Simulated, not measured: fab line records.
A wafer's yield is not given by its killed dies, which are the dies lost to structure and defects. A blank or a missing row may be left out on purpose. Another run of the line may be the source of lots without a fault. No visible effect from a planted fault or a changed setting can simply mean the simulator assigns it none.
fab line records	flow n5Finfet
record: lots: 24	wafers: 72	lastDay: 19
route steps=1938 shown BEOL_M0@739 BEOL_M1@768
lots that met no fault: taken from a fault-free run of the same line
startH: start of the lot's first displayed wafer, in hours after the record's first day	waitH: how many hours have passed since the lot's step before this one	" the same as in the row above	L1.1+2: a single row standing in for several wafers	- no value, or no start was given	* or withheld: withheld	< > ~ a bound
route shown NAME@n: a module of which the file shows steps, and the number in the route of the first	usual: mean/standard deviation of fault-free wafers	same: alike in all rows	chamber/n: place in a boat	sites: readings site by site	_std_site: standard deviation of those values	_edge_site: inner sites' mean taken away from outer sites' mean	radiusMm: for every site, how far away it sits from the centre of the wafer	mask NAME#n: copy n	behind: the tool/chamber that last shaped the wafer	hold: why the lot was held/for how many hours/how that ended	device: transistor that didn't switch, given as n, p or np	end of line: tests run on the same wafers once the route is complete	step lacking rows: just its recipe	killed: dies lost to structure and defects at the first sort, not the wafer's yield	map: per-die view of a wafer (x killed, . not killed, _ where there is no die)
set.NAME: the setting the step ran with; set.NAME@STEP: the setting that earlier step ran with	model.NAME: the simulator's own value behind a step, which no gauge read
a sample of lots followed through the steps of the route, with each step as a table and each wafer as a row
services: the hour from which a tool's chamber was out of use, counted from the record's first day as startH (under 0 if before that day), plus the number of hours and why
== steps ==
step: N5_BEOL_M0_ANNEAL_135
recipe: tempC: 400	timeS: 60	ambient: vacuum
usual: heaterPowerW: 850/86	susceptor_temp_C_max: 400.9/0.35
lot.wafer	tool	chamber	startH	waitH	heaterPowerW	susceptor_temp_C_max
L075.2	pvdSputter-03	-	124.41	0.0	785	401.3
L075.4	"	-	"	"	704	400.9
L075.5	"	-	"	"	787	401.3
L074.2	pvdSputter-01	-	124.47	0.0	894	400.6
L074.5	"	-	"	"	846	400.4
L074.6	"	-	"	"	811	401.6
L077.2	pvdSputter-02	-	140.80	0.0	906	400.7
L077.3	"	-	"	"	1017	400.7
L077.6	"	-	"	"	770	401.0
L078.1	pvdSputter-01	-	146.44	0.0	713	401.0
L078.2	"	-	"	"	828	400.8
L078.6	"	-	"	"	872	400.8
L079.1	pvdSputter-01	-	149.09	0.0	879	400.7
L079.4	"	-	"	"	834	401.5
L079.5	"	-	"	"	731	400.5
L076.2	pvdSputter-03	-	150.84	0.0	946	400.7
L076.4	"	-	"	"	806	401.8
L076.6	"	-	"	"	776	401.7
L080.1	pvdSputter-01	-	159.12	0.0	876	400.9
L080.3	"	-	"	"	723	401.1
L080.6	"	-	"	"	728	400.5
L081.3	pvdSputter-01	-	165.39	0.0	702	400.7
L081.5	"	-	"	"	712	400.6
L081.6	"	-	"	"	891	400.7
L082.3	pvdSputter-03	-	171.63	0.0	790	401.0
L082.5	"	-	"	"	916	400.5
L082.6	"	-	"	"	959	401.2
L083.2	pvdSputter-02	-	172.85	0.0	1013	400.7
L083.3	"	-	"	"	780	402.0
L083.4	"	-	"	"	881	400.2
L084.1	pvdSputter-01	-	177.28	0.0	894	400.9
L084.4	"	-	"	"	819	401.5
L084.5	"	-	"	"	851	401.0
L085.4	pvdSputter-02	-	187.87	0.0	872	400.8
L085.5	"	-	"	"	907	401.3
L085.6	"	-	"	"	789	401.6
L086.2	pvdSputter-03	-	196.38	0.0	800	401.4
L086.5	"	-	"	"	788	400.8
L086.6	"	-	"	"	719	400.7
L087.4	pvdSputter-02	-	202.18	0.0	888	400.6
L087.5	"	-	"	"	981	400.9
L087.6	"	-	"	"	788	401.0
L088.2	pvdSputter-03	-	205.87	0.0	931	401.0
L088.3	"	-	"	"	777	401.6
L088.4	"	-	"	"	932	401.1
L089.1	pvdSputter-02	-	208.76	0.0	900	401.4
L089.5	"	-	"	"	902	401.0
L089.6	"	-	"	"	858	400.7
L090.3	pvdSputter-03	-	217.49	0.0	941	400.8
L090.4	"	-	"	"	728	400.5
L090.5	"	-	"	"	708	400.6
L091.1	pvdSputter-01	-	228.18	0.0	710	400.8
L091.2	"	-	"	"	863	401.0
L091.4	"	-	"	"	820	401.1
L092.1	pvdSputter-03	-	228.39	0.0	943	401.7
L092.3	"	-	"	"	774	400.9
L092.5	"	-	"	"	932	400.6
L093.3	pvdSputter-03	-	232.46	0.0	793	401.0
L093.4	"	-	"	"	717	400.6
L093.6	"	-	"	"	721	401.0
L094.1	pvdSputter-02	-	242.20	0.0	878	400.9
L094.2	"	-	"	"	1030	400.8
L094.5	"	-	"	"	866	401.1
L095.1	pvdSputter-02	-	248.04	0.0	998	400.5
L095.4	"	-	"	"	786	401.0
L095.5	"	-	"	"	912	400.6
L096.2	pvdSputter-01	-	248.47	0.0	843	401.0
L096.3	"	-	"	"	715	400.3
L096.6	"	-	"	"	905	400.5
L097.3	pvdSputter-02	-	257.13	0.0	891	400.5
L097.4	"	-	"	"	785	400.8
L097.5	"	-	"	"	875	400.3
step: N5_BEOL_M0_CO_CAP_123
recipe: material: Co	targetThkA: 20	tempC: 200	precursor: CCTBA/H2	pressureTorr: 30	timeS: 102.1
usual: heaterPowerW: 243/22
lot.wafer	tool	chamber	startH	waitH	heaterPowerW
L075.2	cvdCo-02	0	125.35	0.0	234
L075.4	"	0	"	"	231
L075.5	"	1	"	"	237
L074.2	cvdCo-01	0	125.39	0.0	232
L074.5	"	2	"	"	258
L074.6	"	1	"	"	276
L077.2	cvdCo-01	1	142.95	0.0	285
L077.3	"	0	"	"	228
L077.6	"	0	"	"	233
L078.1	cvdCo-01	1	147.52	0.0	286
L078.2	"	0	"	"	233
L078.6	"	1	"	"	275
L079.1	cvdCo-01	0	149.99	0.0	238
L079.4	"	2	"	"	262
L079.5	"	1	"	"	279
L076.2	cvdCo-01	1	151.78	0.0	274
L076.4	"	1	"	"	270
L076.6	"	0	"	"	240
L080.1	cvdCo-02	2	160.02	0.0	235
L080.3	"	0	"	"	232
L080.6	"	0	"	"	237
L081.3	cvdCo-02	0	166.34	0.0	229
L081.5	"	1	"	"	209
L081.6	"	0	"	"	231
L082.3	cvdCo-02	2	173.26	0.0	231
L082.5	"	2	"	"	228
L082.6	"	0	"	"	240
L083.2	cvdCo-02	0	173.95	0.0	235
L083.3	"	1	"	"	217
L083.4	"	2	"	"	224
L084.1	cvdCo-02	1	178.47	0.0	217
L084.4	"	2	"	"	221
L084.5	"	0	"	"	236
L085.4	cvdCo-01	1	188.81	0.0	280
L085.5	"	0	"	"	232
L085.6	"	2	"	"	266
L086.2	cvdCo-02	0	197.30	0.0	233
L086.5	"	0	"	"	230
L086.6	"	2	"	"	229
L087.4	cvdCo-01	0	203.37	0.0	234
L087.5	"	1	"	"	279
L087.6	"	2	"	"	270
L088.2	cvdCo-01	1	206.77	0.0	274
L088.3	"	2	"	"	269
L088.4	"	1	"	"	276
L089.1	cvdCo-02	1	209.66	0.0	210
L089.5	"	2	"	"	225
L089.6	"	0	"	"	242
L090.3	cvdCo-01	2	218.41	0.0	269
L090.4	"	1	"	"	275
L090.5	"	2	"	"	270
L091.1	cvdCo-01	0	229.81	0.0	230
L091.2	"	1	"	"	272
L091.4	"	1	"	"	271
L092.1	cvdCo-02	2	230.08	0.0	230
L092.3	"	0	"	"	233
L092.5	"	1	"	"	207
L093.3	cvdCo-02	0	233.38	0.0	238
L093.4	"	1	"	"	213
L093.6	"	2	"	"	230
L094.1	cvdCo-02	0	243.10	0.0	244
L094.2	"	2	"	"	225
L094.5	"	0	"	"	237
L095.1	cvdCo-01	2	249.16	0.0	272
L095.4	"	1	"	"	273
L095.5	"	2	"	"	275
L096.2	cvdCo-02	2	250.15	0.0	228
L096.3	"	0	"	"	235
L096.6	"	0	"	"	239
L097.3	cvdCo-01	0	258.53	0.0	236
L097.4	"	2	"	"	269
L097.5	"	1	"	"	278
step: N5_BEOL_M1_ETCH_74
recipe: chemistry: N2/H2	target: underlayer	targetDepthA: 65	maskMaterial: CAR-EUV	timeS: 5.2	ionEnergyEv: 200	pressureMtorr: 30	sourceW: 840	biasW: 150	n2FlowSccm: 200	h2FlowSccm: 200	ends: cleared
usual: drypumpMotorCurrentA: 5.6/0.53	etchRfOnTimeS: 5.20/0.12	oesProductAu: 0.68/0.062	rfVppV: 523.9/2.5	showerheadPlenumPTorr: 2.54/0.083	throttleValvePct: 17.84/0.23
lot.wafer	tool	chamber	startH	waitH	drypumpMotorCurrentA	etchRfOnTimeS	oesProductAu	rfHoursCounterH	rfVppV	showerheadPlenumPTorr	throttleValvePct
L075.2	rieDiel-06	3	128.84	0.0	6.0	5.37	0.64	134	524.1	2.54	17.68
L075.4	"	0	"	"	6.6	5.22	0.82	-	527.0	2.61	17.33
L075.5	"	3	"	"	6.0	5.37	0.65	-	524.8	2.54	17.68
L074.2	rieDiel-01	0	128.99	0.0	6.0	5.35	0.61	159	523.5	2.54	18.00
L074.5	"	2	"	"	5.9	5.31	0.67	-	528.7	2.67	17.75
L074.6	"	3	"	"	6.2	5.18	0.77	-	522.6	2.48	17.35
L077.2	rieDiel-03	1	144.39	0.0	5.0	4.95	0.71	86	524.3	2.47	18.05
L077.3	"	0	"	"	5.5	5.11	0.84	2	525.2	2.62	17.69
L077.6	"	2	"	"	5.1	5.02	0.70	-	524.5	2.59	17.87
L078.1	rieDiel-01	1	149.03	0.0	5.8	5.12	0.62	180	521.8	2.44	18.03
L078.2	"	2	"	"	5.9	5.30	0.68	89	527.1	2.67	17.76
L078.6	"	2	"	"	5.9	5.32	0.68	-	528.0	2.67	17.76
L079.1	rieDiel-01	1	151.80	0.0	5.8	5.06	0.63	181	523.0	2.44	18.02
L079.4	"	2	"	"	5.9	5.35	0.67	91	529.4	2.67	17.76
L079.5	"	2	"	"	5.9	5.36	0.66	-	527.9	2.67	17.77
L076.2	rieDiel-03	1	152.82	0.0	5.0	5.07	0.71	88	522.9	2.47	18.09
L076.4	"	0	"	"	5.5	5.24	0.82	4	526.5	2.62	17.71
L076.6	"	3	"	"	4.7	5.10	0.66	-	523.6	2.45	18.00
L080.1	rieDiel-03	1	162.47	0.0	5.0	5.07	0.71	91	521.4	2.47	18.07
L080.3	"	0	"	"	5.5	5.20	0.81	8	526.9	2.61	17.73
L080.6	"	2	"	"	5.1	5.11	0.69	-	524.0	2.58	17.85
L081.3	rieDiel-03	0	169.05	0.0	5.5	5.25	0.78	10	524.2	2.61	17.70
L081.5	"	0	"	"	5.5	5.26	0.80	-	526.1	2.61	17.73
L081.6	"	3	"	"	4.7	5.14	0.66	-	518.5	2.45	17.98
L082.3	rieDiel-01	0	176.04	0.0	6.1	5.39	0.60	172	524.1	2.54	18.02
L082.5	"	3	"	"	6.2	5.22	0.75	-	522.3	2.47	17.35
L082.6	"	2	"	"	5.9	5.37	0.66	-	530.2	2.66	17.75
L083.2	rieDiel-01	1	176.27	0.0	5.8	5.10	0.61	189	520.0	2.43	18.07
L083.3	"	2	"	"	5.8	5.36	0.67	99	529.3	2.66	17.78
L083.4	"	3	"	"	6.2	5.17	0.76	39	522.3	2.47	17.35
L084.1	rieDiel-03	3	180.68	0.0	4.7	5.16	0.66	133	520.9	2.45	18.01
L084.4	"	1	"	"	5.0	5.06	0.71	95	522.5	2.46	18.09
L084.5	"	0	"	"	5.5	5.22	0.79	-	526.9	2.61	17.73
L085.4	rieDiel-03	2	192.53	0.0	5.1	5.16	0.67	94	524.7	2.58	17.87
L085.5	"	0	"	"	5.5	5.29	0.77	-	523.3	2.61	17.73
L085.6	"	3	"	"	4.7	5.16	0.65	-	522.3	2.44	18.00
L086.2	rieDiel-01	2	199.36	0.0	5.8	5.26	0.66	107	525.4	2.66	17.79
L086.5	"	1	"	"	5.8	5.02	0.63	-	522.5	2.43	18.05
L086.6	"	2	"	"	5.8	5.28	0.66	-	526.9	2.66	17.79
L087.4	rieDiel-06	2	205.91	0.0	6.0	5.27	0.63	165	524.0	2.64	17.87
L087.5	"	1	"	"	5.2	4.95	0.80	-	524.2	2.60	18.00
L087.6	"	2	"	"	6.0	5.27	0.63	-	525.8	2.64	17.84
L088.2	rieDiel-06	0	208.11	0.0	6.6	5.33	0.75	40	525.4	2.60	17.41
L088.3	"	3	"	"	6.0	5.44	0.63	156	522.7	2.53	17.70
L088.4	"	1	"	"	5.2	5.01	0.80	18	525.2	2.60	17.97
L089.1	rieDiel-01	2	214.53	0.0	5.9	5.40	0.64	112	526.3	2.66	17.79
L089.5	"	1	"	"	5.8	5.13	0.61	-	520.3	2.43	18.05
L089.6	"	2	"	"	5.9	5.39	0.64	-	527.8	2.66	17.81
L090.3	rieDiel-06	3	220.03	0.0	6.0	5.37	0.63	159	524.6	2.53	17.71
L090.4	"	1	"	"	5.2	4.94	0.79	22	524.7	2.60	18.03
L090.5	"	1	"	"	5.2	4.99	0.79	-	523.7	2.60	18.00
L091.1	rieDiel-03	0	232.51	0.0	5.5	5.25	0.76	29	525.8	2.60	17.73
L091.2	"	1	"	"	5.0	5.04	0.70	112	519.6	2.46	18.13
L091.4	"	3	"	"	4.7	5.11	0.65	147	522.2	2.44	18.06
L092.1	rieDiel-03	3	232.78	0.0	4.7	5.16	0.64	147	521.6	2.44	18.02
L092.3	"	0	"	"	5.4	5.28	0.75	30	527.3	2.60	17.73
L092.5	"	3	"	"	4.7	5.16	0.65	-	519.5	2.44	18.05
L093.3	rieDiel-01	2	236.54	0.0	5.9	5.36	0.66	118	527.9	2.66	17.80
L093.4	"	3	"	"	6.2	5.20	0.72	57	522.2	2.46	17.39
L093.6	"	2	"	"	5.9	5.35	0.65	-	526.5	2.66	17.78
L094.1	rieDiel-06	3	244.45	0.0	6.0	5.36	0.63	166	522.4	2.52	17.74
L094.2	"	2	"	"	5.9	5.29	0.62	175	526.2	2.64	17.86
L094.5	"	2	"	"	5.9	5.29	0.61	-	529.2	2.64	17.88
L095.1	rieDiel-01	2	252.05	0.0	5.9	5.39	0.65	122	525.8	2.65	17.80
L095.4	"	1	"	"	5.8	5.10	0.61	212	520.1	2.43	18.07
L095.5	"	2	"	"	5.9	5.40	0.65	-	527.6	2.65	17.81
L096.2	rieDiel-01	3	252.79	0.0	6.3	5.20	0.72	62	520.9	2.46	17.42
L096.3	"	0	"	"	6.1	5.28	0.59	195	523.6	2.53	18.08
L096.6	"	3	"	"	6.3	5.15	0.72	-	523.3	2.46	17.39
L097.3	rieDiel-03	0	260.96	0.0	5.5	5.27	0.74	38	525.9	2.60	17.74
L097.4	"	1	"	"	5.0	5.11	0.68	120	520.9	2.45	18.12
L097.5	"	1	"	"	5.0	5.12	0.67	-	521.4	2.45	18.12
step: N5_BEOL_M1_PRE_CLEAN_45
recipe: gas: H2/He	timeS: 30	tempC: 250
usual: heaterPowerW: 341/37
lot.wafer	tool	chamber	startH	waitH	heaterPowerW
L075.2	pvdSputter-01	-	151.61	0.0	334
L075.4	"	-	"	"	347
L075.5	"	-	"	"	280
L074.2	pvdSputter-03	-	152.03	0.0	288
L074.5	"	-	"	"	287
L074.6	"	-	"	"	376
L077.2	pvdSputter-01	-	155.84	0.0	357
L077.3	"	-	"	"	337
L077.6	"	-	"	"	358
L078.1	pvdSputter-02	-	156.42	0.0	357
L078.2	"	-	"	"	405
L078.6	"	-	"	"	350
L079.1	pvdSputter-03	-	168.57	0.0	293
L079.4	"	-	"	"	376
L079.5	"	-	"	"	286
L076.2	pvdSputter-02	-	172.27	0.0	348
L076.4	"	-	"	"	413
L076.6	"	-	"	"	361
L080.1	pvdSputter-01	-	176.24	0.0	324
L080.3	"	-	"	"	339
L080.6	"	-	"	"	286
L081.3	pvdSputter-02	-	176.67	0.0	308
L081.5	"	-	"	"	391
L081.6	"	-	"	"	314
L082.3	pvdSputter-02	-	184.68	0.0	412
L082.5	"	-	"	"	353
L082.6	"	-	"	"	409
L083.2	pvdSputter-03	-	184.70	0.0	363
L083.3	"	-	"	"	288
L083.4	"	-	"	"	315
L084.1	pvdSputter-02	-	188.95	0.0	310
L084.4	"	-	"	"	358
L084.5	"	-	"	"	347
L085.4	pvdSputter-03	-	196.64	0.0	317
L085.5	"	-	"	"	367
L085.6	"	-	"	"	287
L086.2	pvdSputter-02	-	202.44	0.0	409
L086.5	"	-	"	"	346
L086.6	"	-	"	"	402
L087.4	pvdSputter-02	-	209.94	0.0	313
L087.5	"	-	"	"	312
L087.6	"	-	"	"	357
L088.2	pvdSputter-03	-	214.57	0.0	321
L088.3	"	-	"	"	283
L088.4	"	-	"	"	364
L089.1	pvdSputter-03	-	223.13	0.0	364
L089.5	"	-	"	"	281
L089.6	"	-	"	"	380
L090.3	pvdSputter-03	-	228.55	0.0	376
L090.4	"	-	"	"	291
L090.5	"	-	"	"	371
L091.1	pvdSputter-03	-	236.50	0.0	378
L091.2	"	-	"	"	288
L091.4	"	-	"	"	381
L093.3	pvdSputter-01	-	239.48	0.0	326
L093.4	"	-	"	"	356
L093.6	"	-	"	"	290
L092.1	pvdSputter-01	-	243.71	0.0	335
L092.3	"	-	"	"	335
L092.5	"	-	"	"	326
L094.1	pvdSputter-03	-	248.87	0.0	367
L094.2	"	-	"	"	374
L094.5	"	-	"	"	376
L096.2	pvdSputter-01	-	257.50	0.0	280
L096.3	"	-	"	"	340
L096.6	"	-	"	"	340
L095.1	pvdSputter-02	-	257.63	0.0	410
L095.4	"	-	"	"	343
L095.5	"	-	"	"	315
L097.3	pvdSputter-02	-	266.27	0.0	357
L097.4	"	-	"	"	348
L097.5	"	-	"	"	312
step: N5_BEOL_M1_SPUTTER_79
recipe: material: Cu	targetThkA: 45	tempC: -20	chamberPressurePa: 0.07	powerW: withheld	timeS: 8.29
usual: throttleValvePct: 30.2/0.99
lot.wafer	tool	chamber	startH	waitH	throttleValvePct
L075.2	pvdSputter-01	-	153.26	0.1	30.6
L075.4	"	-	"	"	30.2
L075.5	"	-	"	"	28.2
L074.2	pvdSputter-03	-	154.74	0.1	30.1
L074.5	"	-	"	"	29.9
L074.6	"	-	"	"	29.9
L077.2	pvdSputter-01	-	157.02	0.1	28.2
L077.3	"	-	"	"	30.5
L077.6	"	-	"	"	27.9
L078.1	pvdSputter-03	-	157.54	0.1	30.0
L078.2	"	-	"	"	31.6
L078.6	"	-	"	"	31.9
L079.1	pvdSputter-03	-	169.65	0.1	31.4
L079.4	"	-	"	"	30.2
L079.5	"	-	"	"	31.6
L076.2	pvdSputter-02	-	173.23	0.1	32.0
L076.4	"	-	"	"	30.1
L076.6	"	-	"	"	30.1
L080.1	pvdSputter-03	-	177.39	0.1	29.9
L080.3	"	-	"	"	31.4
L080.6	"	-	"	"	29.8
L081.3	pvdSputter-03	-	179.23	0.1	31.6
L081.5	"	-	"	"	29.8
L081.6	"	-	"	"	30.0
L082.3	pvdSputter-02	-	185.69	0.1	31.9
L082.5	"	-	"	"	30.0
L082.6	"	-	"	"	29.9
L083.2	pvdSputter-01	-	187.10	0.1	29.9
L083.3	"	-	"	"	30.8
L083.4	"	-	"	"	28.1
L084.1	pvdSputter-01	-	191.54	0.1	30.7
L084.4	"	-	"	"	30.0
L084.5	"	-	"	"	30.3
L085.4	pvdSputter-01	-	197.50	0.1	30.3
L085.5	"	-	"	"	30.1
L085.6	"	-	"	"	27.9
L086.2	pvdSputter-03	-	203.23	0.1	31.7
L086.5	"	-	"	"	31.1
L086.6	"	-	"	"	29.7
L087.4	pvdSputter-02	-	214.42	0.1	31.8
L087.5	"	-	"	"	31.7
L087.6	"	-	"	"	29.9
L088.2	pvdSputter-01	-	215.45	0.1	30.6
L088.3	"	-	"	"	30.2
L088.4	"	-	"	"	30.1
L089.1	pvdSputter-02	-	224.57	0.1	29.3
L089.5	"	-	"	"	32.0
L089.6	"	-	"	"	29.9
L090.3	pvdSputter-03	-	229.28	0.1	31.0
L090.4	"	-	"	"	31.6
L090.5	"	-	"	"	31.5
L091.1	pvdSputter-03	-	237.40	0.1	31.6
L091.2	"	-	"	"	31.5
L091.4	"	-	"	"	30.1
L093.3	pvdSputter-01	-	241.77	0.1	30.3
L093.4	"	-	"	"	28.1
L093.6	"	-	"	"	30.3
L092.1	pvdSputter-01	-	244.57	0.1	30.3
L092.3	"	-	"	"	28.2
L092.5	"	-	"	"	30.2
L094.1	pvdSputter-01	-	249.89	0.1	30.7
L094.2	"	-	"	"	30.2
L094.5	"	-	"	"	30.6
L096.2	pvdSputter-01	-	258.64	0.1	30.6
L096.3	"	-	"	"	28.1
L096.6	"	-	"	"	30.2
L095.1	pvdSputter-02	-	258.67	0.1	29.5
L095.4	"	-	"	"	29.8
L095.5	"	-	"	"	31.7
L097.3	pvdSputter-02	-	267.22	0.1	30.4
L097.4	"	-	"	"	29.5
L097.5	"	-	"	"	30.7
step: N5_BEOL_M1_ANNEAL_91
recipe: tempC: 400	timeS: 240	ambient: vacuum
usual: heaterPowerW: 848/85	susceptor_temp_C_max: 400.9/0.33
lot.wafer	tool	chamber	startH	waitH	heaterPowerW	susceptor_temp_C_max
L075.2	pvdSputter-01	-	154.22	0.0	876	401.1
L075.4	"	-	"	"	715	400.9
L075.5	"	-	"	"	856	400.3
L074.2	pvdSputter-03	-	155.70	0.0	905	400.9
L074.5	"	-	"	"	945	401.0
L074.6	"	-	"	"	935	401.0
L077.2	pvdSputter-01	-	157.98	0.0	832	400.7
L077.3	"	-	"	"	890	400.7
L077.6	"	-	"	"	843	400.7
L078.1	pvdSputter-03	-	158.50	0.0	923	400.7
L078.2	"	-	"	"	790	401.1
L078.6	"	-	"	"	806	401.4
L079.1	pvdSputter-03	-	170.61	0.0	797	401.5
L079.4	"	-	"	"	925	400.8
L079.5	"	-	"	"	791	400.9
L076.2	pvdSputter-02	-	174.19	0.0	887	400.9
L076.4	"	-	"	"	858	400.6
L076.6	"	-	"	"	973	401.1
L080.1	pvdSputter-03	-	178.35	0.0	908	401.0
L080.3	"	-	"	"	789	401.2
L080.6	"	-	"	"	945	401.2
L081.3	pvdSputter-03	-	180.19	0.0	801	401.2
L081.5	"	-	"	"	927	401.2
L081.6	"	-	"	"	898	400.7
L082.3	pvdSputter-02	-	186.65	0.0	860	401.2
L082.5	"	-	"	"	1005	400.7
L082.6	"	-	"	"	863	400.7
L083.2	pvdSputter-01	-	188.06	0.0	824	401.5
L083.3	"	-	"	"	872	400.6
L083.4	"	-	"	"	860	400.7
L084.1	pvdSputter-01	-	192.50	0.0	894	401.3
L084.4	"	-	"	"	799	401.1
L084.5	"	-	"	"	724	400.6
L085.4	pvdSputter-01	-	198.46	0.0	832	401.1
L085.5	"	-	"	"	828	401.4
L085.6	"	-	"	"	861	401.2
L086.2	pvdSputter-03	-	204.19	0.0	813	401.4
L086.5	"	-	"	"	722	400.4
L086.6	"	-	"	"	935	400.9
L087.4	pvdSputter-02	-	215.38	0.0	897	401.2
L087.5	"	-	"	"	888	400.8
L087.6	"	-	"	"	853	400.7
L088.2	pvdSputter-01	-	216.41	0.0	888	400.9
L088.3	"	-	"	"	716	401.0
L088.4	"	-	"	"	825	401.2
L089.1	pvdSputter-02	-	225.53	0.0	789	401.0
L089.5	"	-	"	"	914	400.7
L089.6	"	-	"	"	858	400.7
L090.3	pvdSputter-03	-	230.24	0.0	716	401.0
L090.4	"	-	"	"	780	401.1
L090.5	"	-	"	"	711	400.6
L091.1	pvdSputter-03	-	238.36	0.0	814	401.1
L091.2	"	-	"	"	715	401.0
L091.4	"	-	"	"	951	400.6
L093.3	pvdSputter-01	-	242.73	0.0	889	400.4
L093.4	"	-	"	"	834	400.9
L093.6	"	-	"	"	714	401.1
L092.1	pvdSputter-01	-	245.53	0.0	903	401.3
L092.3	"	-	"	"	829	400.9
L092.5	"	-	"	"	827	401.2
L094.1	pvdSputter-01	-	250.85	0.0	881	400.9
L094.2	"	-	"	"	704	400.7
L094.5	"	-	"	"	887	400.8
L096.2	pvdSputter-01	-	259.60	0.0	893	400.7
L096.3	"	-	"	"	860	400.8
L096.6	"	-	"	"	722	400.8
L095.1	pvdSputter-02	-	259.63	0.0	781	401.1
L095.4	"	-	"	"	855	400.5
L095.5	"	-	"	"	880	401.4
L097.3	pvdSputter-02	-	268.18	0.0	1006	400.6
L097.4	"	-	"	"	764	401.6
L097.5	"	-	"	"	1011	400.7
== services ==
tool	chamber	startH	hours	kind
cvdCo-02	2	101.59	29.0	repair
rieDiel-01	1	103.86	16.6	repair
pvdSputter-03	-	107.51	2.6	repair
cvdCo-01	-	110.13	0.6	repair
rieDiel-06	1	125.06	-	clean
rieDiel-06	1	125.06	-	consumableReplace:focusRing
rieDiel-06	1	125.06	11.0	scheduledDown
cvdCo-02	1	130.55	-	clean
cvdCo-02	1	130.55	22.0	scheduledDown
cvdCo-02	1	130.55	22.0	ventCycle
pvdSputter-02	-	134.88	5.2	repair
pvdSputter-03	-	139.96	3.3	repair
rieDiel-03	-	143.10	1.2	repair
cvdCo-02	0	145.23	8.1	repair
rieDiel-06	1	151.90	8.1	repair
rieDiel-01	-	164.46	0.3	repair
pvdSputter-02	-	168.67	3.0	repair
rieDiel-06	3	170.12	4.2	repair
cvdCo-01	-	172.67	4.3	pm
cvdCo-02	-	214.02	0.4	repair
rieDiel-06	2	224.10	3.8	repair
cvdCo-01	2	254.90	3.5	repair
cvdCo-02	-	255.23	0.4	repair
rieDiel-03	2	257.70	2.6	repair
== key ==
fault none
